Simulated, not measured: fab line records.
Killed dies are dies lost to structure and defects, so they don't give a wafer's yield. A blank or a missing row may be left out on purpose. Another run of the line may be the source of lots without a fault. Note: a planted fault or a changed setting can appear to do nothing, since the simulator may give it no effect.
fab line records ; flow n5_finfet
record: lots: 15; wafers: 45; last_day: 17
route steps=1938 shown BEOL_M2@916 BEOL_M3@934 BEOL_M4@1111
lots that met no fault: taken from a fault-free run of the same line
start_h: hours from the record's opening day to when the first of the lot's shown wafers began ; wait_h: hours from the lot's prior step to this one ; " repeats the value in the row above ; L1.1+2: several wafers, shown together as one row ; - no value, or no start given ; * or withheld: withheld ; < > ~ a bound
route shown NAME@n: NAME is a module with steps in the file, n the number in the route of the first one ; usual: mean/standard deviation of fault-free wafers ; same: alike in all rows ; chamber/n: place in a boat ; sites: readings site by site ; _std_site: standard deviation across them ; _edge_site: inner sites' mean taken away from outer sites' mean ; radius_mm: for every site, how far away it sits from the centre of the wafer ; mask NAME#n: copy n ; behind: the tool/chamber that last shaped the wafer ; hold: what put the lot on hold/how long, in hours/how the hold closed ; device: whichever transistor did not switch (one of n, p or np) ; end of line: tests of these same wafers at the route's end ; a step given without rows: its recipe and nothing more ; killed: count of dies lost to structure and defects at first sort (not the wafer's yield) ; map: shows each die of a wafer: x if killed, . if not, _ if none is there
set.NAME: the setting the step ran with; set.NAME@STEP: the setting that earlier step ran with ; model.NAME: the simulator's own value behind a step, which no gauge read
one table for each step of the route and one row for each wafer, over a sample of lots
services: a tool's chamber out of use, with start hour (start_h, from the record's first day; less than 0 if before it), hours out, and reason
== steps ==
step: N5_BEOL_M2_SPUTTER_92
recipe: material: Cu; target_thk_a: 45; temp_c: -20; chamber_pressure_pa: 0.07; power_w: withheld; time_s: 8.29
usual: chuck_sensor_temp_C: -15.9/0.5; throttle_valve_pct: 29.8/0.76
lot.wafer;tool;chamber;start_h;wait_h;chuck_sensor_temp_C;throttle_valve_pct
L769.3;pvd_sputter-03;-;143.08;0.1;-15.6;30.6
L769.4;pvd_sputter-03;-;143.08;0.1;-16.1;31.2
L769.5;pvd_sputter-03;-;143.08;0.1;-15.9;31.1
L770.1;pvd_sputter-02;-;148.84;0.1;-16.8;28.7
L770.2;pvd_sputter-02;-;148.84;0.1;-16.0;29.8
L770.3;pvd_sputter-02;-;148.84;0.1;-16.2;29.6
L772.1;pvd_sputter-01;-;153.39;0.1;-15.4;29.8
L772.3;pvd_sputter-01;-;153.39;0.1;-15.8;28.9
L772.6;pvd_sputter-01;-;153.39;0.1;-16.0;29.5
L775.2;pvd_sputter-03;-;166.63;0.1;-16.1;31.2
L775.4;pvd_sputter-03;-;166.63;0.1;-17.0;30.3
L775.6;pvd_sputter-03;-;166.63;0.1;-15.6;30.7
L777.2;pvd_sputter-01;-;199.73;0.1;-15.5;29.1
L777.3;pvd_sputter-01;-;199.73;0.1;-15.4;29.5
L777.6;pvd_sputter-01;-;199.73;0.1;-15.8;29.5
L778.1;pvd_sputter-03;-;203.26;0.1;-15.4;30.6
L778.4;pvd_sputter-03;-;203.26;0.1;-15.8;29.7
L778.5;pvd_sputter-03;-;203.26;0.1;-16.9;29.9
L780.2;pvd_sputter-02;-;205.48;0.1;-15.3;30.5
L780.3;pvd_sputter-02;-;205.48;0.1;-16.7;28.4
L780.6;pvd_sputter-02;-;205.48;0.1;-16.7;28.8
L781.1;pvd_sputter-02;-;214.92;0.1;-16.3;29.4
L781.3;pvd_sputter-02;-;214.92;0.1;-15.7;30.0
L781.4;pvd_sputter-02;-;214.92;0.1;-15.3;30.4
L782.1;pvd_sputter-02;-;216.98;0.1;-16.7;28.9
L782.2;pvd_sputter-02;-;216.98;0.1;-15.9;29.9
L782.3;pvd_sputter-02;-;216.98;0.1;-16.1;29.6
L786.1;pvd_sputter-01;-;245.91;0.1;-16.1;28.7
L786.3;pvd_sputter-01;-;245.91;0.1;-16.0;29.4
L786.5;pvd_sputter-01;-;245.91;0.1;-15.9;28.6
L787.2;pvd_sputter-03;-;249.43;0.1;-15.8;29.5
L787.4;pvd_sputter-03;-;249.43;0.1;-17.1;30.2
L787.5;pvd_sputter-03;-;249.43;0.1;-16.1;30.8
L788.3;pvd_sputter-01;-;261.23;0.1;-15.3;29.6
L788.5;pvd_sputter-01;-;261.23;0.1;-16.0;28.8
L788.6;pvd_sputter-01;-;261.23;0.1;-15.8;29.6
L790.1;pvd_sputter-03;-;267.72;0.1;-15.9;31.2
L790.2;pvd_sputter-03;-;267.72;0.1;-15.4;30.5
L790.4;pvd_sputter-03;-;267.72;0.1;-17.1;30.4
L791.1;pvd_sputter-03;-;272.21;0.1;-16.1;31.2
L791.5;pvd_sputter-03;-;272.21;0.1;-15.7;29.3
L791.6;pvd_sputter-03;-;272.21;0.1;-16.0;31.1
L792.2;pvd_sputter-02;-;272.49;0.1;-16.7;28.7
L792.5;pvd_sputter-02;-;272.49;0.1;-15.3;30.6
L792.6;pvd_sputter-02;-;272.49;0.1;-16.7;28.6
step: N5_BEOL_M2_ANNEAL_51
recipe: temp_c: 225; time_s: 90; ambient: N2
usual: wafer_temp_C_max: 225.93/0.25
lot.wafer;tool;chamber;start_h;wait_h;wafer_temp_C_max
L769.3;rtp_anneal-02;0;143.80;0.1;225.42
L769.4;rtp_anneal-02;0;143.80;0.1;225.27
L769.5;rtp_anneal-02;0;143.80;0.1;225.24
L770.1;rtp_anneal-02;0;149.48;0.1;225.54
L770.2;rtp_anneal-02;0;149.48;0.1;225.67
L770.3;rtp_anneal-02;0;149.48;0.1;226.11
L772.1;rtp_anneal-01;0;154.04;0.1;226.18
L772.3;rtp_anneal-01;0;154.04;0.1;226.00
L772.6;rtp_anneal-01;0;154.04;0.1;226.10
L775.2;rtp_anneal-01;0;167.31;0.1;226.12
L775.4;rtp_anneal-01;0;167.31;0.1;225.71
L775.6;rtp_anneal-01;0;167.31;0.1;225.95
L777.2;rtp_anneal-01;0;200.42;0.1;226.29
L777.3;rtp_anneal-01;0;200.42;0.1;225.78
L777.6;rtp_anneal-01;0;200.42;0.1;226.13
L778.1;rtp_anneal-02;0;203.89;0.1;225.60
L778.4;rtp_anneal-02;0;203.89;0.1;225.87
L778.5;rtp_anneal-02;0;203.89;0.1;225.97
L780.2;rtp_anneal-01;0;206.33;0.3;226.23
L780.3;rtp_anneal-01;0;206.33;0.3;226.04
L780.6;rtp_anneal-01;0;206.33;0.3;225.96
L781.1;rtp_anneal-01;0;215.56;0.1;226.23
L781.3;rtp_anneal-01;0;215.56;0.1;226.18
L781.4;rtp_anneal-01;0;215.56;0.1;226.52
L782.1;rtp_anneal-02;0;217.62;0.1;225.58
L782.2;rtp_anneal-02;0;217.62;0.1;225.62
L782.3;rtp_anneal-02;0;217.62;0.1;225.71
L786.1;rtp_anneal-02;0;246.64;0.1;225.98
L786.3;rtp_anneal-02;0;246.64;0.1;226.13
L786.5;rtp_anneal-02;0;246.64;0.1;226.05
L787.2;rtp_anneal-01;0;250.11;0.1;226.09
L787.4;rtp_anneal-01;0;250.11;0.1;225.38
L787.5;rtp_anneal-01;0;250.11;0.1;225.90
L788.3;rtp_anneal-01;0;261.95;0.1;226.15
L788.5;rtp_anneal-01;0;261.95;0.1;225.69
L788.6;rtp_anneal-01;0;261.95;0.1;225.84
L790.1;rtp_anneal-02;0;268.40;0.1;225.80
L790.2;rtp_anneal-02;0;268.40;0.1;225.74
L790.4;rtp_anneal-02;0;268.40;0.1;225.55
L791.1;rtp_anneal-02;0;272.84;0.1;226.01
L791.5;rtp_anneal-02;0;272.84;0.1;225.98
L791.6;rtp_anneal-02;0;272.84;0.1;225.76
L792.2;rtp_anneal-01;0;273.17;0.1;225.98
L792.5;rtp_anneal-01;0;273.17;0.1;225.90
L792.6;rtp_anneal-01;0;273.17;0.1;226.14
step: N5_BEOL_M2_RS_MEAS_58
recipe: thk_meas_gauge: four-point-probe; reads: Co_of_BEOL_M2_CO_CAP_55+Cu_of_BEOL_M2_ECD_50+Co_of_BEOL_M2_CVD_47+TaN_of_BEOL_M2_ALD_84
usual: M2_RS: 0.69/0.05
lot.wafer;tool;chamber;start_h;wait_h;M2_RS[ohm/sq]
L769.3;film_metro-02;-;144.57;0.1;0.67
L769.4;film_metro-02;-;144.57;0.1;0.69
L769.5;film_metro-02;-;144.57;0.1;0.68
L770.1;film_metro-01;-;150.43;0.0;0.63
L770.2;film_metro-01;-;150.43;0.0;0.65
L770.3;film_metro-01;-;150.43;0.0;0.70
L772.1;film_metro-01;-;154.89;0.0;0.73
L772.3;film_metro-01;-;154.89;0.0;0.71
L772.6;film_metro-01;-;154.89;0.0;0.76
L775.2;film_metro-02;-;168.22;0.1;0.66
L775.4;film_metro-02;-;168.22;0.1;0.67
L775.6;film_metro-02;-;168.22;0.1;0.72
L777.2;film_metro-01;-;201.24;0.1;0.70
L777.3;film_metro-01;-;201.24;0.1;0.71
L777.6;film_metro-01;-;201.24;0.1;0.69
L778.1;film_metro-02;-;204.86;0.1;0.64
L778.4;film_metro-02;-;204.86;0.1;0.65
L778.5;film_metro-02;-;204.86;0.1;0.61
L780.2;film_metro-01;-;207.39;0.1;0.75
L780.3;film_metro-01;-;207.39;0.1;0.62
L780.6;film_metro-01;-;207.39;0.1;0.64
L781.1;film_metro-02;-;217.02;0.0;0.74
L781.3;film_metro-02;-;217.02;0.0;0.77
L781.4;film_metro-02;-;217.02;0.0;0.76
L782.1;film_metro-02;-;218.53;0.1;0.73
L782.2;film_metro-02;-;218.53;0.1;0.66
L782.3;film_metro-02;-;218.53;0.1;0.76
L786.1;film_metro-01;-;247.77;0.0;0.68
L786.3;film_metro-01;-;247.77;0.0;0.76
L786.5;film_metro-01;-;247.77;0.0;0.76
L787.2;film_metro-01;-;250.93;0.1;0.67
L787.4;film_metro-01;-;250.93;0.1;0.67
L787.5;film_metro-01;-;250.93;0.1;0.65
L788.3;film_metro-01;-;262.72;0.1;0.73
L788.5;film_metro-01;-;262.72;0.1;0.61
L788.6;film_metro-01;-;262.72;0.1;0.79
L790.1;film_metro-01;-;269.27;0.0;0.68
L790.2;film_metro-01;-;269.27;0.0;0.65
L790.4;film_metro-01;-;269.27;0.0;0.63
L791.1;film_metro-01;-;273.71;0.0;0.63
L791.5;film_metro-01;-;273.71;0.0;0.68
L791.6;film_metro-01;-;273.71;0.0;0.60
L792.2;film_metro-01;-;274.03;0.1;0.74
L792.5;film_metro-01;-;274.03;0.1;0.71
L792.6;film_metro-01;-;274.03;0.1;0.68
step: N5_BEOL_M3_HM_DEP_02
recipe: material: TiN; target_thk_a: 200; temp_c: 25; chamber_pressure_pa: 0.49996
usual: chamber_pressure_pa: 0.5002/0.00089; substrate_temp_c: 25.01/0.11; throttle_valve_pct: 29.9/0.75
lot.wafer;tool;chamber;start_h;wait_h;chamber_pressure_pa;substrate_temp_c;throttle_valve_pct
L769.3;pvd_sputter-01;-;145.51;0.7;0.5007;25.03;29.1
L769.4;pvd_sputter-01;-;145.51;0.7;0.5002;24.82;29.7
L769.5;pvd_sputter-01;-;145.51;0.7;0.5011;24.73;29.7
L770.1;pvd_sputter-02;-;152.40;1.8;0.5005;25.10;30.2
L770.2;pvd_sputter-02;-;152.40;1.8;0.5008;25.20;30.7
L770.3;pvd_sputter-02;-;152.40;1.8;0.4991;25.09;28.6
L772.1;pvd_sputter-03;-;155.64;0.6;0.5016;24.90;30.9
L772.3;pvd_sputter-03;-;155.64;0.6;0.4997;25.06;30.5
L772.6;pvd_sputter-03;-;155.64;0.6;0.4997;25.03;30.4
L775.2;pvd_sputter-03;-;169.35;1.0;0.4997;24.89;31.1
L775.4;pvd_sputter-03;-;169.35;1.0;0.5002;25.01;30.7
L775.6;pvd_sputter-03;-;169.35;1.0;0.4991;24.84;30.9
L777.2;pvd_sputter-01;-;202.57;1.2;0.5012;25.03;29.8
L777.3;pvd_sputter-01;-;202.57;1.2;0.5003;24.95;29.5
L777.6;pvd_sputter-01;-;202.57;1.2;0.4988;24.97;28.8
L778.1;pvd_sputter-02;-;206.00;1.0;0.5004;24.96;29.4
L778.4;pvd_sputter-02;-;206.00;1.0;0.5006;25.08;28.7
L778.5;pvd_sputter-02;-;206.00;1.0;0.4992;25.11;29.8
L780.2;pvd_sputter-02;-;207.67;0.1;0.5003;25.07;28.6
L780.3;pvd_sputter-02;-;207.67;0.1;0.4997;24.94;29.5
L780.6;pvd_sputter-02;-;207.67;0.1;0.4993;24.86;30.5
L781.1;pvd_sputter-02;-;217.96;0.7;0.5001;25.09;29.8
L781.3;pvd_sputter-02;-;217.96;0.7;0.5006;25.03;29.6
L781.4;pvd_sputter-02;-;217.96;0.7;0.4988;25.08;28.7
L782.1;pvd_sputter-03;-;221.05;2.3;0.5006;25.05;31.2
L782.2;pvd_sputter-03;-;221.05;2.3;0.4997;25.15;30.0
L782.3;pvd_sputter-03;-;221.05;2.3;0.4991;24.84;30.5
L786.1;pvd_sputter-01;-;248.17;0.2;-;-;-
L786.3;pvd_sputter-01;-;248.17;0.2;-;-;-
L786.5;pvd_sputter-01;-;248.17;0.2;-;-;-
L787.2;pvd_sputter-03;-;251.73;0.6;-;-;-
L787.4;pvd_sputter-03;-;251.73;0.6;-;-;-
L787.5;pvd_sputter-03;-;251.73;0.6;-;-;-
L788.3;pvd_sputter-01;-;263.67;0.8;-;-;-
L788.5;pvd_sputter-01;-;263.67;0.8;-;-;-
L788.6;pvd_sputter-01;-;263.67;0.8;-;-;-
L790.1;pvd_sputter-01;-;270.05;0.6;0.4998;24.94;29.7
L790.2;pvd_sputter-01;-;270.05;0.6;0.5011;25.10;29.4
L790.4;pvd_sputter-01;-;270.05;0.6;0.5012;25.13;28.6
L791.1;pvd_sputter-02;-;274.47;0.3;0.5011;25.16;30.0
L791.5;pvd_sputter-02;-;274.47;0.3;0.4999;25.06;29.7
L791.6;pvd_sputter-02;-;274.47;0.3;0.5011;24.99;30.3
L792.2;pvd_sputter-02;-;274.69;0.4;0.5011;25.00;30.4
L792.5;pvd_sputter-02;-;274.69;0.4;0.5003;24.90;29.5
L792.6;pvd_sputter-02;-;274.69;0.4;0.4990;24.99;29.8
step: N5_BEOL_M3_HM_OPEN_17
recipe: chemistry: Cl2/BCl3; target_depth_a: 200; overetch_a: 60; target: TiN; mask_material: SOC; ion_energy_ev: 150; pressure_mtorr: 10; icp_w: 1000; bias_w: 126; Cl2_flow_sccm: 53.25; bcl3_flow_sccm: 21.75; Ar_flow_sccm: 25
usual: drypump_motor_current_A: 5.6/0.48; oes_product_au: 0.68/0.1; throttle_valve_pct: 22.34/0.22
lot.wafer;tool;chamber;start_h;wait_h;drypump_motor_current_A;oes_product_au;rf_hours_counter_h;throttle_valve_pct
L769.3;rie_metal-02;1;146.31;0.1;4.7;0.56;-;22.67
L769.4;rie_metal-02;0;146.31;0.1;5.5;0.79;-;22.22
L769.5;rie_metal-02;0;146.31;0.1;5.6;0.79;-;22.22
L770.1;rie_metal-01;0;153.23;0.0;5.6;0.49;140;22.55
L770.2;rie_metal-01;1;153.23;0.0;5.9;0.75;14;22.24
L770.3;rie_metal-01;0;153.23;0.0;5.6;0.49;-;22.55
L772.1;rie_metal-01;1;156.40;0.0;5.9;0.76;14;22.20
L772.3;rie_metal-01;1;156.40;0.0;5.9;0.75;-;22.21
L772.6;rie_metal-01;1;156.40;0.0;5.9;0.74;-;22.23
L775.2;rie_metal-03;0;170.11;0.0;6.0;0.61;81;22.47
L775.4;rie_metal-03;0;170.11;0.0;6.0;0.61;-;22.48
L775.6;rie_metal-03;1;170.11;0.0;6.0;0.79;-;22.02
L777.2;rie_metal-02;1;203.33;0.0;4.7;0.55;101;22.65
L777.3;rie_metal-02;1;203.33;0.0;4.7;0.55;-;22.65
L777.6;rie_metal-02;1;203.33;0.0;4.7;0.55;-;22.65
L778.1;rie_metal-03;0;207.82;0.0;6.0;0.60;84;22.50
L778.4;rie_metal-03;0;207.82;0.0;6.0;0.61;-;22.51
L778.5;rie_metal-03;0;207.82;0.0;6.0;0.60;-;22.50
L780.2;rie_metal-01;0;208.46;0.0;5.6;0.81;4;22.29
L780.3;rie_metal-01;1;208.46;0.0;5.8;0.74;-;22.23
L780.6;rie_metal-01;1;208.46;0.0;5.9;0.74;-;22.21
L781.1;rie_metal-02;1;218.85;0.0;4.7;0.55;102;22.68
L781.3;rie_metal-02;1;218.85;0.0;4.7;0.54;-;22.67
L781.4;rie_metal-02;0;218.85;0.0;5.6;0.75;-;22.25
L782.1;rie_metal-01;1;221.97;0.0;5.8;0.74;22;22.21
L782.2;rie_metal-01;0;221.97;0.0;5.6;0.78;6;22.29
L782.3;rie_metal-01;0;221.97;0.0;5.6;0.79;-;22.28
L786.1;rie_metal-02;1;248.96;0.0;4.7;0.24;104;23.33
L786.3;rie_metal-02;1;248.96;0.0;4.7;0.24;-;23.31
L786.5;rie_metal-02;0;248.96;0.0;5.6;0.33;-;22.90
L787.2;rie_metal-03;1;252.49;0.0;6.0;0.34;15;22.69
L787.4;rie_metal-03;1;252.49;0.0;6.0;0.33;-;22.70
L787.5;rie_metal-03;1;252.49;0.0;6.0;0.33;-;22.68
L788.3;rie_metal-03;1;264.55;0.1;6.0;0.33;-;22.70
L788.5;rie_metal-03;1;264.55;0.1;6.0;0.33;-;22.70
L788.6;rie_metal-03;1;264.55;0.1;6.0;0.33;-;22.69
L790.1;rie_metal-02;0;272.45;0.0;5.6;0.74;12;22.24
L790.2;rie_metal-02;1;272.45;0.0;4.7;0.54;106;22.69
L790.4;rie_metal-02;1;272.45;0.0;4.7;0.54;-;22.69
L791.1;rie_metal-02;0;276.24;0.0;5.6;0.74;12;22.24
L791.5;rie_metal-02;1;276.24;0.0;4.7;0.54;-;22.68
L791.6;rie_metal-02;0;276.24;0.0;5.6;0.74;-;22.25
L792.2;rie_metal-01;0;276.39;0.0;5.6;0.76;11;22.32
L792.5;rie_metal-01;1;276.39;0.0;5.9;0.70;-;22.26
L792.6;rie_metal-01;0;276.39;0.0;5.6;0.77;-;22.30
step: N5_BEOL_M3_CD_MEAS_18
recipe: pitch_nm: 36; target_cd_nm: 18
usual: cd_nm: 18.1/0.36
lot.wafer;tool;chamber;start_h;wait_h;cd_nm
L769.3;cd_sem-03;-;146.47;0.1;17.9
L769.4;cd_sem-03;-;146.47;0.1;17.6
L769.5;cd_sem-03;-;146.47;0.1;18.0
L770.1;cd_sem-01;-;153.41;0.0;18.0
L770.2;cd_sem-01;-;153.41;0.0;18.5
L770.3;cd_sem-01;-;153.41;0.0;18.6
L772.1;cd_sem-03;-;156.58;0.0;17.7
L772.3;cd_sem-03;-;156.58;0.0;18.3
L772.6;cd_sem-03;-;156.58;0.0;18.0
L775.2;cd_sem-02;-;170.30;0.1;18.4
L775.4;cd_sem-02;-;170.30;0.1;18.2
L775.6;cd_sem-02;-;170.30;0.1;18.4
L777.2;cd_sem-01;-;203.53;0.1;18.1
L777.3;cd_sem-01;-;203.53;0.1;18.2
L777.6;cd_sem-01;-;203.53;0.1;17.8
L778.1;cd_sem-03;-;208.05;0.0;18.5
L778.4;cd_sem-03;-;208.05;0.0;18.4
L778.5;cd_sem-03;-;208.05;0.0;17.8
L780.2;cd_sem-01;-;208.66;0.1;18.1
L780.3;cd_sem-01;-;208.66;0.1;17.7
L780.6;cd_sem-01;-;208.66;0.1;18.1
L781.1;cd_sem-02;-;219.03;0.0;18.5
L781.3;cd_sem-02;-;219.03;0.0;18.3
L781.4;cd_sem-02;-;219.03;0.0;17.8
L782.1;cd_sem-01;-;222.23;0.0;17.6
L782.2;cd_sem-01;-;222.23;0.0;18.2
L782.3;cd_sem-01;-;222.23;0.0;18.4
L786.1;cd_sem-03;-;249.14;0.0;-
L786.3;cd_sem-03;-;249.14;0.0;-
L786.5;cd_sem-03;-;249.14;0.0;-
L787.2;cd_sem-02;-;252.67;0.1;-
L787.4;cd_sem-02;-;252.67;0.1;-
L787.5;cd_sem-02;-;252.67;0.1;-
L788.3;cd_sem-02;-;264.76;0.1;-
L788.5;cd_sem-02;-;264.76;0.1;-
L788.6;cd_sem-02;-;264.76;0.1;-
L790.1;cd_sem-02;-;273.00;0.0;18.1
L790.2;cd_sem-02;-;273.00;0.0;18.3
L790.4;cd_sem-02;-;273.00;0.0;17.7
L791.1;cd_sem-01;-;276.46;0.0;18.1
L791.5;cd_sem-01;-;276.46;0.0;17.9
L791.6;cd_sem-01;-;276.46;0.0;17.9
L792.2;cd_sem-03;-;276.60;0.1;18.4
L792.5;cd_sem-03;-;276.60;0.1;17.7
L792.6;cd_sem-03;-;276.60;0.1;18.7
step: N5_BEOL_M4_RC_MEAS_101
usual: DIBL_N: 35.9/2.5; DIBL_P: 36.0/3; IOFF_N: 0.16/0.047; IOFF_P: 0.21/0.047; ION_N: 671/14; ION_P: 460/8.8; SS_N: 71.5/0.73; SS_P: 73.2/0.91; VT_N: 250/4.3; VT_P: -251/3.6
lot.wafer;tool;chamber;start_h;wait_h;DIBL_N[mV/V];DIBL_P[mV/V];IOFF_N[nA/um];IOFF_P[nA/um];ION_N[uA/um];ION_P[uA/um];SS_N[mV/dec];SS_P[mV/dec];VT_N[mV];VT_P[mV]
L769.3;prober-02;0;162.56;0.3;34.8;34.4;0.14;0.19;662;453;71.0;73.3;250;-254
L769.4;prober-02;0;162.56;0.3;37.7;37.2;0.20;0.22;679;465;72.4;73.2;245;-251
L769.5;prober-02;0;162.56;0.3;34.1;33.6;0.14;0.17;653;444;70.5;72.7;249;-256
L770.1;prober-01;0;166.79;0.0;35.4;36.4;0.15;0.18;667;451;71.5;73.3;253;-254
L770.2;prober-01;0;166.79;0.0;32.2;32.9;0.11;0.16;653;451;70.5;72.3;252;-254
L770.3;prober-01;0;166.79;0.0;35.9;37.2;0.16;0.20;682;467;71.4;73.0;250;-254
L772.1;prober-01;0;183.32;0.3;36.9;36.9;0.17;0.21;670;456;71.9;72.8;250;-249
L772.3;prober-01;0;183.32;0.3;33.8;32.7;0.12;0.16;657;446;71.5;71.5;254;-253
L772.6;prober-01;0;183.32;0.3;35.2;33.2;0.14;0.17;665;455;71.5;73.1;251;-254
L775.2;prober-02;0;191.38;0.2;37.6;35.2;0.16;0.20;657;450;72.0;73.0;254;-249
L775.4;prober-02;0;191.38;0.2;40.0;40.5;0.24;0.31;689;466;72.2;74.5;243;-243
L775.6;prober-02;0;191.38;0.2;34.1;33.2;0.12;0.17;648;447;70.2;72.8;254;-254
L777.2;prober-01;0;217.12;0.2;37.0;35.8;0.16;0.21;681;465;71.8;74.2;251;-250
L777.3;prober-01;0;217.12;0.2;36.8;35.4;0.15;0.19;667;454;71.2;73.2;251;-254
L777.6;prober-01;0;217.12;0.2;38.2;36.5;0.17;0.21;674;457;72.0;73.9;247;-252
L778.1;prober-01;0;222.17;0.0;31.1;29.3;0.08;0.12;650;452;69.3;70.9;257;-257
L778.4;prober-01;0;222.17;0.0;34.7;32.3;0.11;0.15;642;444;71.4;72.0;256;-253
L778.5;prober-01;0;222.17;0.0;34.7;32.0;0.12;0.14;655;444;70.7;71.4;253;-253
L780.2;prober-01;0;225.38;0.2;33.4;35.1;0.13;0.19;667;470;71.4;72.7;248;-248
L780.3;prober-01;0;225.38;0.2;33.2;34.9;0.14;0.20;674;464;71.3;73.4;250;-248
L780.6;prober-01;0;225.38;0.2;34.1;36.0;0.15;0.22;675;470;71.1;73.8;250;-244
L781.1;prober-01;0;242.51;0.0;37.4;36.6;0.15;0.22;652;455;71.4;73.4;252;-252
L781.3;prober-01;0;242.51;0.0;31.7;30.3;0.09;0.13;658;451;70.4;72.4;256;-260
L781.4;prober-01;0;242.51;0.0;41.4;41.5;0.27;0.27;695;458;72.6;74.5;242;-251
L782.1;prober-02;0;247.27;0.0;39.5;42.5;0.25;0.28;685;468;71.5;74.9;242;-246
L782.2;prober-02;0;247.27;0.0;32.7;34.3;0.12;0.16;655;451;70.2;72.8;251;-254
L782.3;prober-02;0;247.27;0.0;34.8;35.9;0.14;0.18;656;448;70.5;73.0;251;-255
L790.1;prober-01;0;291.36;0.0;35.8;35.4;0.17;0.22;684;471;71.1;73.1;249;-247
L790.2;prober-01;0;291.36;0.0;38.1;37.6;0.18;0.23;678;467;72.0;73.7;250;-249
L790.4;prober-01;0;291.36;0.0;35.3;34.9;0.15;0.22;655;456;71.4;73.0;251;-249
L791.1;prober-02;0;300.24;0.0;35.0;35.1;0.13;0.19;655;452;71.1;72.8;255;-252
L791.5;prober-02;0;300.24;0.0;34.7;34.8;0.15;0.19;681;468;71.2;73.5;251;-250
L791.6;prober-02;0;300.24;0.0;32.9;32.7;0.10;0.16;656;455;71.0;72.0;259;-254
L792.2;prober-01;0;300.53;0.2;35.2;33.5;0.12;0.16;668;458;71.1;73.0;254;-252
L792.5;prober-01;0;300.53;0.2;39.7;39.0;0.20;0.25;673;457;73.0;74.5;249;-250
L792.6;prober-01;0;300.53;0.2;33.6;33.2;0.11;0.16;664;462;70.8;72.2;253;-254
== services ==
tool;chamber;start_h;hours;kind
pvd_sputter-01;-;131.36;1.3;repair
rie_metal-03;-;149.00;0.4;repair
rie_metal-01;0;159.85;-;clean
rie_metal-01;0;159.85;12.2;scheduled_down
rie_metal-01;0;159.85;12.2;vent_cycle
rie_metal-03;-;259.59;0.7;repair
rie_metal-03;0;260.65;6.9;repair
rie_metal-01;0;269.93;3.0;repair
== key ==
first_sign: step: N5_BEOL_M3_HM_DEP_02; reading: tool_record; direction: missing
effect: step: N5_BEOL_M3_HM_OPEN_17; reading: oes_product_au; direction: down; sigmas: 3.7; usual: 0.68; struck: 0.31
effect: step: N5_BEOL_M3_CD_MEAS_18; reading: cd_nm; direction: missing
met_at N5_BEOL_M3_HM_DEP_02
struck_lots L786,L787,L788
later_rows_left_out L786.1,L786.3,L786.5,L787.2,L787.4,L787.5,L788.3,L788.5,L788.6
sort_left_out L786.1,L786.3,L786.5,L787.2,L787.4,L787.5,L788.3,L788.5,L788.6
not_acting_at N5_BEOL_M2_SPUTTER_92,N5_BEOL_M2_ANNEAL_51,N5_BEOL_M2_RS_MEAS_58
onset_between 221.05 248.17
fault: kind: skipped_step_whole; tool: pvd_sputter-01,pvd_sputter-03; chamber: -; onset_h: 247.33; steps: N5_BEOL_M3_HM_DEP_02; scope: struck_lots_only
sort_left_out: the simulated sort isn't trusted on such a fault, so these wafers' sort isn't shown, and their yield isn't known
later_rows_left_out: the simulator's readings of these wafers behind a module that went badly wrong aren't trusted and aren't shown, but for the sort
